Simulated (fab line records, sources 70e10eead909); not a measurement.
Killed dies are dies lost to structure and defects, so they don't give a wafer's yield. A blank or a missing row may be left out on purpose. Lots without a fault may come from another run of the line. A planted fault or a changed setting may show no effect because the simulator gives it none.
Which tool did it? | flow nand_harc | 11 lots, 32 wafers sampled, at 5 steps of a route of 1302

WHAT THE GAUGES READ, wafer by wafer
NHARC_A_M1_OVL_MEAS_10: pitch 240 nm. Usual: overlay_x_nm 0.2 nm, standard deviation 0.89; overlay_y_nm 0.4 nm, standard deviation 0.83.
lot  | measured     | on         | overlay_x_nm (nm) | overlay_y_nm (nm) | flag
L475 | day 23 02:11 | overlay-01 | 0.6 1.1 1.1       | 1.0 1.3 0.8       |
L477 | day 23 11:40 | overlay-01 | 1.9 1.9 1.9       | 1.1 0.7 1.1       |
L479 | day 24 21:16 | overlay-01 | 0.5 0.3 0.3       | -0.7 -0.1 -1.1    |
L485 | day 27 05:52 | overlay-02 | -0.4 -0.4         | -0.2 -0.3         |
L484 | day 27 17:38 | overlay-02 | -0.5 -0.3 -0.2    | -0.2 0.0 0.0      |
L490 | day 29 00:40 | overlay-02 | -1.1 -0.7 -0.3    | 1.4 1.1 1.1       |
L488 | day 29 03:10 | overlay-01 | 0.5 0.4 1.2       | 1.1 1.0 1.5       |
L493 | day 31 02:16 | overlay-02 | -1.7 -1.4 -0.9    | 1.0 0.9 1.5       |
L495 | day 32 00:31 | overlay-01 | 0.7 0.2 0.9       | 0.3 0.5 0.6       |
L496 | day 32 02:45 | overlay-02 | 0.9 0.7 1.4       | -1.1 -0.5 -0.8    |
L494 | day 32 06:12 | overlay-02 | 0.6 0.5 0.3       | -0.3 0.2 0.1      |

NHARC_END_SORT_01. Usual: defect_limited_yield 92.0 %, standard deviation 2.8; killed_at_array 49, standard deviation 19; killed_at_other 0.9, standard deviation 1.1; killed_at_periphery 4.0, standard deviation 2.7; killed_dies 54, standard deviation 19; killed_open 3.3, standard deviation 1.8; killed_short 2.6, standard deviation 1.6; sort_bin_2_pct 2.9 %, standard deviation 1.2; sort_bin_3_pct 0.5 %, standard deviation 0.36; sort_bin_4_pct 4.6 %, standard deviation 1.5; sort_n_pass 623, standard deviation 19; sort_rim_yield_pct 91 %, standard deviation 4.7; sort_yield_pct 92.0 %, standard deviation 2.8.
lot  | measured     | on        | defect_limited_yield (%) | killed_at_array | killed_at_other | killed_at_periphery | killed_dies | killed_open | killed_short | sort_bin_2_pct (%) | sort_bin_3_pct (%) | sort_bin_4_pct (%) | sort_n_pass | sort_rim_yield_pct (%) | sort_yield_pct (%) | flag
L477 | day 24 23:17 | prober-01 | 93.2 91.0 92.9           | 41 55 46        | 0 0 0           | 5 6 2               | 46 61 48    | 4 6 1       | 3 1 0        | 2.4 2.8 2.1        | 0.4 0.6 0.6        | 4.0 5.6 4.4        | 631 616 629 | 87 95 92               | 93.2 91.0 92.9     |
L485 | day 28 23:08 | prober-02 | 92.8 95.0                | 40 31           | 0 0             | 9 3                 | 49 34       | 2 3         | 1 0          | 2.7 1.6            | 0.4 0.4            | 4.1 3.0            | 628 643     | 93 94                  | 92.8 95.0          |
L490 | day 30 20:20 | prober-01 | 92.9 92.9 94.2           | 40 44 33        | 0 2 0           | 8 2 6               | 48 48 39    | 3 4 4       | 2 2 4        | 2.4 2.5 1.5        | 0.4 0.4 0.4        | 4.3 4.1 3.8        | 629 629 638 | 92 96 92               | 92.9 92.9 94.2     |

WHICH TOOL RAN EACH LOT (tool, then ch and the chambers of the sampled wafers, then the start)
lot  | NHARC_A_M1_ETCH_35                 | NHARC_A_M1_ETCH_28                            | NHARC_A_M1_PVD_20
L475 | rie_diel-02 ch 0,2,3, day 23 02:23 | rie_diel-07 ch 0,1, day 23 03:29 or earlier   | pvd_sputter-01, day 23 03:29
L477 | rie_diel-02 ch 0,2,3, day 23 11:53 | rie_diel-07 ch 0,2,3, day 23 12:57 or earlier | pvd_sputter-02, day 23 12:57
L479 | rie_diel-07 ch 0,1,3, day 24 21:28 | rie_diel-03 ch 1,3, day 24 22:34 or earlier   | pvd_sputter-02, day 24 22:34
L485 | rie_diel-07 ch 0,1, day 27 06:04   | rie_diel-02 ch 2,3, day 27 07:08 or earlier   | pvd_sputter-01, day 27 07:08
L484 | rie_diel-07 ch 0,1,3, day 27 17:49 | rie_diel-02 ch 0,1,2, day 27 18:52 or earlier | pvd_sputter-01, day 27 18:52
L490 | rie_diel-02 ch 1,2, day 29 00:50   | rie_diel-02 ch 2,3, day 29 01:56 or earlier   | pvd_sputter-03, day 29 01:56
L488 | rie_diel-02 ch 2,3, day 29 03:21   | rie_diel-03 ch 0,1, day 29 04:25 or earlier   | pvd_sputter-02, day 29 04:25
L493 | rie_diel-02 ch 0,2, day 31 02:26   | rie_diel-03 ch 0,1,2, day 31 03:29 or earlier | pvd_sputter-02, day 31 03:29
L495 | rie_diel-07 ch 1,2,3, day 32 00:43 | rie_diel-02 ch 0,1,2, day 32 01:47 or earlier | pvd_sputter-01, day 32 01:47
L496 | rie_diel-02 ch 0,1,3, day 32 02:56 | rie_diel-07 ch 0,2,3, day 32 03:59 or earlier | pvd_sputter-02, day 32 03:59
L494 | rie_diel-07 ch 0,1,2, day 32 06:23 | rie_diel-03 ch 0,1,3, day 32 07:27 or earlier | pvd_sputter-01, day 32 07:27
- NHARC_A_M1_ETCH_35: etches the open film in N2/H2, target depth 40 nm, overetch 12 nm, time 43.94 s.
- NHARC_A_M1_ETCH_28: etches the open film in CF4/N2, target depth 30 nm, time 72.99 s.
- NHARC_A_M1_PVD_20: deposits TaN, target thk 5 nm, time 8.06 s.

WHAT THE TOOLS THEMSELVES READ (means of the sampled wafers that have a number; where no wafer has one, the mark that the record gives instead)
NHARC_A_M1_ETCH_35. Usual: drypump_motor_current_A 5.8 A, standard deviation 0.32; mfc_ar_sccm 0.012 sccm, standard deviation 0.013; oes_product_au 0.999 a.u., standard deviation 0.0093; rf_vpp_V 432.1 V, standard deviation 2; showerhead_plenum_p_Torr 2.10 Torr, standard deviation 0.07; throttle_valve_pct 14.170 %, standard deviation 0.0094.
lot  | tool        | drypump_motor_current_A (A) | mfc_ar_sccm (sccm) | oes_product_au (a.u.) | rf_vpp_V (V) | showerhead_plenum_p_Torr (Torr) | throttle_valve_pct (%) | flag
L475 | rie_diel-02 | 5.8                         | 0.005              | 1.002                 | 432.6        | 2.12                            | 14.163                 |
L477 | rie_diel-02 | 5.8                         | 0.005              | 0.994                 | 432.4        | 2.12                            | 14.172                 |
L479 | rie_diel-07 | 5.6                         | 0.018              | 0.995                 | 432.4        | 2.12                            | 14.182                 |
L485 | rie_diel-07 | 5.3                         | 0.027              | 0.996                 | 433.5        | 2.15                            | 14.180                 |
L484 | rie_diel-07 | 5.6                         | 0.018              | 0.999                 | 433.1        | 2.12                            | 14.167                 |
L490 | rie_diel-02 | 5.9                         | 0.017              | 1.003                 | 432.3        | 2.13                            | 14.161                 |
L488 | rie_diel-02 | 5.9                         | 0.005              | 1.005                 | 433.4        | 2.16                            | 14.167                 |
L493 | rie_diel-02 | 5.7                         | 0.005              | 0.995                 | 431.9        | 2.08                            | 14.171                 |
L495 | rie_diel-07 | 5.9                         | 0.020              | 0.994                 | 431.0        | 2.07                            | 14.165                 |
L496 | rie_diel-02 | 5.7                         | 0.006              | 0.995                 | 432.2        | 2.11                            | 14.172                 |
L494 | rie_diel-07 | 5.7                         | 0.031              | 0.988                 | 432.2        | 2.09                            | 14.174                 |

NHARC_A_M1_ETCH_28. Usual: cf4_flow_sccm 50.02 sccm, standard deviation 0.14; drypump_motor_current_A 5.7 A, standard deviation 0.39; mfc_ar_sccm 150.0 sccm, standard deviation 0.48; oes_product_au 0.997 a.u., standard deviation 0.0089; rf_vpp_V 315.1 V, standard deviation 1.8; showerhead_plenum_p_Torr 2.68 Torr, standard deviation 0.092; throttle_valve_pct 19.794 %, standard deviation 0.0082.
lot  | tool        | cf4_flow_sccm (sccm) | drypump_motor_current_A (A) | mfc_ar_sccm (sccm) | oes_product_au (a.u.) | rf_vpp_V (V) | showerhead_plenum_p_Torr (Torr) | throttle_valve_pct (%) | flag
L475 | rie_diel-07 | 50.24                | 5.2                         | 149.9              | 0.993                 | 317.7        | 2.77                            | 19.791                 |
L477 | rie_diel-07 | 49.96                | 6.0                         | 149.6              | 0.990                 | 314.1        | 2.64                            | 19.790                 |
L479 | rie_diel-03 | 49.89                | 5.6                         | 149.6              | 1.000                 | 316.2        | 2.76                            | 19.796                 |
L485 | rie_diel-02 | 50.01                | 5.8                         | 150.2              | 1.003                 | 316.7        | 2.76                            | 19.794                 |
L484 | rie_diel-02 | 50.10                | 5.8                         | 149.8              | 1.002                 | 314.9        | 2.70                            | 19.795                 |
L490 | rie_diel-02 | 50.02                | 5.9                         | 150.1              | 0.995                 | 316.5        | 2.76                            | 19.784                 |
L488 | rie_diel-03 | 50.04                | 5.7                         | 149.5              | 1.009                 | 313.8        | 2.62                            | 19.796                 |
L493 | rie_diel-03 | 50.14                | 5.7                         | 150.2              | 1.002                 | 313.7        | 2.58                            | 19.791                 |
L495 | rie_diel-02 | 50.08                | 5.8                         | 149.5              | 0.995                 | 314.9        | 2.70                            | 19.801                 |
L496 | rie_diel-07 | 50.08                | 6.0                         | 150.7              | 0.988                 | 314.8        | 2.64                            | 19.791                 |
L494 | rie_diel-03 | 50.09                | 5.8                         | 149.9              | 1.002                 | 314.7        | 2.67                            | 19.794                 |

NHARC_A_M1_PVD_20. Usual: chamber_pressure_pa 0.11999 Pa, standard deviation 0.00023; throttle_valve_pct 29.4 %, standard deviation 0.84.
lot  | tool           | chamber_pressure_pa (Pa) | throttle_valve_pct (%) | flag
L475 | pvd_sputter-01 | 0.11990                  | 30.2                   |
L477 | pvd_sputter-02 | 0.12002                  | 29.4                   |
L479 | pvd_sputter-02 | 0.11999                  | 29.4                   |
L485 | pvd_sputter-01 | 0.11997                  | 29.6                   |
L484 | pvd_sputter-01 | 0.12000                  | 29.0                   |
L490 | pvd_sputter-03 | 0.11988                  | 29.2                   |
L488 | pvd_sputter-02 | 0.11979                  | 29.8                   |
L493 | pvd_sputter-02 | 0.11995                  | 30.4                   |
L495 | pvd_sputter-01 | 0.11980                  | 29.1                   |
L496 | pvd_sputter-02 | 0.11999                  | 29.7                   |
L494 | pvd_sputter-01 | 0.12002                  | 28.9                   |

THE ANSWER, worked out from the rows above alone
Rule: a lot is off if the mean of its wafers that have a number lies more than 3 standard deviations from the usual mean. A lot without any number at a reading at which 4 lots or more have one is off too. The other lots that the step has rows for count as sound. The gauges are gone through in route order, then the tools' own readings, and for those a lot's mean is taken as printed above. The first step at which some lot is off is used, and at that step the reading that is off furthest; a lot without a number counts as furthest.
No lot is off at any reading shown: from this, nothing can be told.

WHAT THE SIMULATOR HAD PUT IN
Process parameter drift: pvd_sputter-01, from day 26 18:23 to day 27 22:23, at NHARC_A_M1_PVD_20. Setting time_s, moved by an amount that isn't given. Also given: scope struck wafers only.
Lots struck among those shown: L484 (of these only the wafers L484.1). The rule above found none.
